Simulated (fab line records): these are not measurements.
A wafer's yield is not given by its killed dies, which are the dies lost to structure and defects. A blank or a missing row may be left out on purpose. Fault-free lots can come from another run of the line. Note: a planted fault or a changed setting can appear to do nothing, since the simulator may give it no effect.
Matching of chambers -- flow n5-finfet -- N5_BEOL_M2_ALD_84 on ald-metal-03: 4 sister chambers
The step deposits TaN, pulse time 2 s, purge time 3 s, co reactant purge time 2 s. 24 wafers are shown with their chamber, then 12 later ones without.

WAFERS, EACH WITH ITS CHAMBER
wafer,chamber,heater-power-w (W)
L075.1,1,480
L075.2,2,473
L075.4,0,422
L078.1,0,424
L078.4,3,352
L078.5,1,496
L081.2,2,457
L081.3,0,422
L081.5,3,353
L084.1,0,418
L084.2,2,460
L084.3,1,505
L084.4,3,354
L084.5,3,350
L084.6,2,454
L086.2,0,426
L086.5,3,359
L086.6,0,414
L088.1,0,416
L088.2,1,490
L088.3,3,352
L089.1,1,495
L089.2,2,452
L089.3,0,420

SIGNATURES (means of the wafers above)
reading,chamber 0,chamber 1,chamber 2,chamber 3,scatter within a chamber
heater-power-w,420.25,493.20,459.20,353.33,6.21
Rule: for a wafer and a chamber, the distance is found by dividing, reading by reading, the gap between the wafer's reading and the chamber's mean by the reading's scatter, squaring, summing and taking the root. The wafer belongs to the nearest chamber; if the next one is less than 2 further off, it can't be placed. How the scatter is found: for the shown wafers, subtract from each reading the mean of its chamber, square and add these, divide the total by (wafers less chambers), then take the root.

WAFERS WITHOUT THEIR CHAMBER
wafer,heater-power-w (W)
L089.4,364
L089.5,420
L089.6,487
L093.1,422
L093.5,419
L093.6,496
L097.2,356
L097.4,354
L097.5,461
L094.2,422
L094.3,445
L094.5,409

WHICH CHAMBER EACH ONE RAN IN
wafer,from the rows above,in truth
L089.4,3,3
L089.5,0,0
L089.6,1,1
L093.1,0,0
L093.5,0,0
L093.6,1,1
L097.2,3,3
L097.4,3,3
L097.5,2,2
L094.2,0,0
L094.3,can't be placed: 2 or 0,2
L094.5,0,0
Correctly placed: 11 of 12. These rows do not allow placing 1 (true chamber among the candidates in 1). Number placed wrongly: 0.
